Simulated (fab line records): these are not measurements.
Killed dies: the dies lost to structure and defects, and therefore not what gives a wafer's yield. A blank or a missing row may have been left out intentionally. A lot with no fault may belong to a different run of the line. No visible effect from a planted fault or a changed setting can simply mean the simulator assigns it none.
What tool caused it? + flow nand harc + Sampling: 12 lots, 36 wafers, 5 of 1302 route steps

## WHAT THE GAUGES READ, wafer by wafer
NHARC_P_STI_OVL_MEAS_10. Usual: overlay x nm 0 nm, standard deviation 5.4; overlay y nm 0 nm, standard deviation 4.8.
| lot  | measured     | on         | overlay x nm (nm) | overlay y nm (nm) | flag |
|------|--------------|------------|-------------------|-------------------|------|
| L860 | day 3 10:02  | overlay-01 | -4 -4 -4          | 3 2 4             |      |
| L861 | day 3 19:11  | overlay-02 | 9 9 10            | -1 -1 -1          |      |
| L866 | day 5 17:52  | overlay-02 | -3 -3 -3          | -2 -2 -2          |      |
| L869 | day 7 01:10  | overlay-02 | -5 -5 -5          | 3 3 3             |      |
| L872 | day 8 05:01  | overlay-01 | 1 1 1             | -3 -4 -4          |      |
| L873 | day 8 15:13  | overlay-02 | -6 -6 -5          | 9 9 8             |      |
| L874 | day 9 00:53  | overlay-02 | 0 0 0             | -1 -1 -2          |      |
| L876 | day 9 20:38  | overlay-01 | 6 7 7             | 1 1 1             |      |
| L877 | day 10 09:51 | overlay-02 | 0 0 1             | 2 2 2             |      |
| L878 | day 10 17:51 | overlay-02 | -5 -6 -5          | 1 1 1             |      |
| L879 | day 11 04:15 | overlay-02 | -2 -2 -2          | 3 3 2             |      |
| L882 | day 12 09:26 | overlay-02 | 7 8 7             | -13 -12 -12       |      |

NHARC_END_SORT_01. Usual: killed at array 58, standard deviation 20; killed at other 0.9, standard deviation 1.4; killed at periphery 4, standard deviation 3.1; killed dies 63, standard deviation 20; killed open 3.3, standard deviation 1.8; killed short 2.4, standard deviation 1.5.
| lot  | measured     | on        | killed at array | killed at other | killed at periphery | killed dies | killed open | killed short | flag |
|------|--------------|-----------|-----------------|-----------------|---------------------|-------------|-------------|--------------|------|
| L874 | day 31 02:40 | prober-02 | 52 80 77        | 0 0 2           | 4 3 0               | 56 83 79    | 4 6 5       | 2 5 2        |      |

## WHICH TOOL RAN EACH LOT (tool, then ch and the chambers of the sampled wafers, then the start)
| lot  | NHARC_P_ZERO_WELL_SOFTBAKE_06     | NHARC_P_ZERO_WELL_DESCUM_26        | NHARC_P_ZERO_WELL_DESCUM_54        |
|------|-----------------------------------|------------------------------------|------------------------------------|
| L860 | litho track-05 ch 0, day 2 06:00  | rie diel-13 ch 0,1, day 2 08:43    | rie diel-13 ch 0,1,2, day 2 12:29  |
| L861 | litho track-07 ch 0, day 2 16:00  | rie diel-13 ch 1,2,3, day 2 21:20  | rie diel-13 ch 0,2,3, day 3 00:37  |
| L866 | litho track-05 ch 0, day 4 18:00  | rie diel-01 ch 0,1,3, day 4 20:53  | rie diel-13 ch 0,1,3, day 5 00:14  |
| L869 | litho track-02 ch 0, day 6 00:00  | rie diel-13 ch 0,1, day 6 02:37    | rie diel-01 ch 1,2,3, day 6 05:41  |
| L872 | litho track-05 ch 0, day 7 06:00  | rie diel-13 ch 0,1,2, day 7 08:47  | rie diel-01 ch 0,1,3, day 7 12:05  |
| L873 | litho track-05 ch 0, day 7 16:00  | rie diel-13 ch 0,2, day 7 18:47    | rie diel-06 ch 0,2,3, day 7 22:03  |
| L874 | litho track-02 ch 0, day 8 02:00  | rie diel-01 ch 0,1,2, day 8 04:38  | rie diel-13 ch 0,2,3, day 8 07:55  |
| L876 | litho track-02 ch 0, day 8 22:00  | rie diel-06 ch 0,1, day 9 00:37    | rie diel-01 ch 0,1,3, day 9 03:53  |
| L877 | litho track-02 ch 0, day 9 08:00  | rie diel-06 ch 0,3, day 9 10:41    | rie diel-06 ch 1,2, day 9 14:00    |
| L878 | litho track-07 ch 0, day 9 18:00  | rie diel-13 ch 0,1,3, day 9 20:49  | rie diel-06 ch 1,2, day 10 00:05   |
| L879 | litho track-07 ch 0, day 10 04:00 | rie diel-06 ch 0,1,2, day 10 07:10 | rie diel-06 ch 0,2,3, day 10 10:21 |
| L882 | litho track-07 ch 0, day 11 10:00 | rie diel-13 ch 1,3, day 11 12:44   | rie diel-06 ch 0,2, day 11 15:53   |
- NHARC_P_ZERO_WELL_SOFTBAKE_06: time 70 s.
- NHARC_P_ZERO_WELL_DESCUM_26: chemistry O2, time 3 s.
- NHARC_P_ZERO_WELL_DESCUM_54: chemistry O2, time 3 s.

## AS READ BY THE TOOLS THEMSELVES (means over the sampled wafers that have a number; for cases with no such wafer, the mark the record gives instead)
NHARC_P_ZERO_WELL_SOFTBAKE_06. Usual: exhaust pa 45.1 Pa, standard deviation 0.87; heater power total W 200.9 W, standard deviation 1.3.
| lot  | tool           | exhaust pa (Pa) | heater power total W (W) | flag |
|------|----------------|-----------------|--------------------------|------|
| L860 | litho track-05 | 45.3            | 200.7                    |      |
| L861 | litho track-07 | 44.6            | 200.8                    |      |
| L866 | litho track-05 | 44.6            | 199.5                    |      |
| L869 | litho track-02 | 44.6            | 200.6                    |      |
| L872 | litho track-05 | 44.7            | 206.5                    | OFF  |
| L873 | litho track-05 | 45.8            | 206.4                    | OFF  |
| L874 | litho track-02 | 45.2            | 201.3                    |      |
| L876 | litho track-02 | 45.0            | 200.2                    |      |
| L877 | litho track-02 | 45.0            | 201.3                    |      |
| L878 | litho track-07 | 44.8            | 201.0                    |      |
| L879 | litho track-07 | 45.0            | 200.5                    |      |
| L882 | litho track-07 | 46.0            | 201.5                    |      |

NHARC_P_ZERO_WELL_DESCUM_26. Usual: drypump motor current A 5.8 A, standard deviation 0.42; oes product au 1.001 a.u., standard deviation 0.0084; rf vpp V 57.6 V, standard deviation 0.88; showerhead plenum p Torr 1.89 Torr, standard deviation 0.092; throttle valve pct 11.312 %, standard deviation 0.0085.
| lot  | tool        | drypump motor current A (A) | oes product au (a.u.) | rf vpp V (V) | showerhead plenum p Torr (Torr) | throttle valve pct (%) | flag |
|------|-------------|-----------------------------|-----------------------|--------------|---------------------------------|------------------------|------|
| L860 | rie diel-13 | 5.5                         | 1.007                 | 57.2         | 1.82                            | 11.308                 |      |
| L861 | rie diel-13 | 6.0                         | 1.007                 | 58.2         | 1.97                            | 11.305                 |      |
| L866 | rie diel-01 | 5.8                         | 0.991                 | 56.9         | 1.82                            | 11.306                 |      |
| L869 | rie diel-13 | 5.5                         | 0.997                 | 58.0         | 1.85                            | 11.312                 |      |
| L872 | rie diel-13 | 5.7                         | 1.004                 | 56.9         | 1.88                            | 11.312                 |      |
| L873 | rie diel-13 | 6.0                         | 1.005                 | 57.5         | 1.92                            | 11.318                 |      |
| L874 | rie diel-01 | 5.6                         | 0.995                 | 57.0         | 1.87                            | 11.314                 |      |
| L876 | rie diel-06 | 6.1                         | 1.001                 | 58.0         | 1.87                            | 11.309                 |      |
| L877 | rie diel-06 | 6.1                         | 1.013                 | 56.9         | 1.95                            | 11.309                 |      |
| L878 | rie diel-13 | 5.8                         | 1.006                 | 57.7         | 1.88                            | 11.314                 |      |
| L879 | rie diel-06 | 5.9                         | 1.004                 | 57.3         | 1.88                            | 11.309                 |      |
| L882 | rie diel-13 | 5.8                         | 1.003                 | 57.1         | 1.91                            | 11.315                 |      |

NHARC_P_ZERO_WELL_DESCUM_54. Usual: drypump motor current A 5.8 A, standard deviation 0.43; oes product au 1.001 a.u., standard deviation 0.0087; rf vpp V 57.7 V, standard deviation 0.96; showerhead plenum p Torr 1.88 Torr, standard deviation 0.092; throttle valve pct 11.311 %, standard deviation 0.0094.
| lot  | tool        | drypump motor current A (A) | oes product au (a.u.) | rf vpp V (V) | showerhead plenum p Torr (Torr) | throttle valve pct (%) | flag |
|------|-------------|-----------------------------|-----------------------|--------------|---------------------------------|------------------------|------|
| L860 | rie diel-13 | 5.8                         | 1.007                 | 57.5         | 1.90                            | 11.315                 |      |
| L861 | rie diel-13 | 6.0                         | 0.999                 | 58.6         | 1.94                            | 11.299                 |      |
| L866 | rie diel-13 | 5.7                         | 1.001                 | 58.4         | 1.89                            | 11.309                 |      |
| L869 | rie diel-01 | 6.0                         | 0.987                 | 57.8         | 1.91                            | 11.322                 |      |
| L872 | rie diel-01 | 5.8                         | 0.997                 | 57.8         | 1.81                            | 11.312                 |      |
| L873 | rie diel-06 | 5.7                         | 1.007                 | 57.7         | 1.91                            | 11.303                 |      |
| L874 | rie diel-13 | 6.0                         | 1.000                 | 57.2         | 1.93                            | 11.319                 |      |
| L876 | rie diel-01 | 5.8                         | 0.997                 | 57.6         | 1.81                            | 11.310                 |      |
| L877 | rie diel-06 | 5.7                         | 1.000                 | 57.0         | 1.82                            | 11.318                 |      |
| L878 | rie diel-06 | 5.5                         | 1.002                 | 57.1         | 1.83                            | 11.306                 |      |
| L879 | rie diel-06 | 5.7                         | 1.009                 | 57.4         | 1.90                            | 11.312                 |      |
| L882 | rie diel-06 | 5.7                         | 1.002                 | 57.8         | 1.90                            | 11.310                 |      |

## THE ANSWER, worked out from the rows above alone
Rule: a lot counts as off when the mean over its wafers that have a number is more than 3 standard deviations away from the usual mean. Also off: a lot with no number at a reading for which 4 or more lots have one. Where the step has rows for the other lots, those lots are counted as sound. First the gauges in route order, then the tools' own readings, where a lot's mean is used as printed above. At the first step where some lot is off, the reading lying furthest off is the one used; lots without a number count as furthest.
Off, at NHARC_P_ZERO_WELL_SOFTBAKE_06 on heater power total W: L872, L873.
If a tool, at that step or one of the process steps before it, ran each lot that is off and ran no sound lot following the first of them, it fits. One fits: litho track-05 at NHARC_P_ZERO_WELL_SOFTBAKE_06. Its last sound lot is L866 (day 4 18:00), its first lot that is off L872 (day 7 06:00): a fault that began between those two fits.
On the lots that are off, the tool's own readings at NHARC_P_ZERO_WELL_SOFTBAKE_06 differ by more than 5 times the standard deviation of the sound lots' means, which bears it out; heater power total W reads 206.4 W there versus 200.7 W on the sound lots.

## WHAT THE SIMULATOR HAD PUT IN
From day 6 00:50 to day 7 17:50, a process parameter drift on litho track-05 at NHARC_P_ZERO_WELL_SOFTBAKE_06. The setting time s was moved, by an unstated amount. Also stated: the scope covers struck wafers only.
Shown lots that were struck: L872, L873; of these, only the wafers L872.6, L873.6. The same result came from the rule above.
